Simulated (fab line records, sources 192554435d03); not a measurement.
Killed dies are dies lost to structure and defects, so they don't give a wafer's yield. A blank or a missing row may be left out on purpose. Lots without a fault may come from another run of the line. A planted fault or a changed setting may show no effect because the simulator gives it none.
Chamber matching | flow n5_finfet | N5_BEOL_M3_CO_CAP_55 on cvd_co-01: 3 sister chambers
The step material Co, precursor CCTBA/H2, target thk 2 nm, time 102.1 s. 5 wafers are shown with their chamber, then 6 later ones without.

WAFERS WITH THEIR CHAMBER
wafer  | chamber | heater_power_outer_w (W) | heater_power_w (W)
L616.6 | 0       | 132                      | 253
L623.3 | 2       | 137                      | 254
L629.2 | 1       | 108                      | 213
L629.3 | 2       | 143                      | 270
L629.6 | 1       | 109                      | 209

WAFERS WITHOUT THEIR CHAMBER
wafer  | heater_power_outer_w (W) | heater_power_w (W)
L632.1 | 131                      | 265
L632.3 | 139                      | 262
L632.5 | 108                      | 213
L638.4 | 135                      | 264
L638.5 | 137                      | 269
L638.6 | 108                      | 217

WHICH CHAMBER EACH WENT THROUGH
wafer  | from the rows above     | in truth
L632.1 | can't be placed: 0 or 2 | 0
L632.3 | 2                       | 2
L632.5 | 1                       | 1
L638.4 | can't be placed: 0 or 2 | 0
L638.5 | can't be placed: 2 or 0 | 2
L638.6 | 1                       | 1
Placed correctly: 3 of 6. Can't be placed from these rows: 3 (the true chamber is among the candidates in 3). Placed wrongly: 0.
How it was worked out, from the rows above alone: a wafer's distance from a chamber is the root of the sum, over the readings, of the square of ((its reading less the chamber's mean) divided by the reading's scatter). The wafer belongs to the nearest chamber; if the next one is less than 2 further off, it can't be placed. A chamber's mean is the mean of its shown wafers. The scatter: the root of (the sum of the squares of (reading less its chamber's mean) over the shown wafers, divided by (wafers less chambers)).
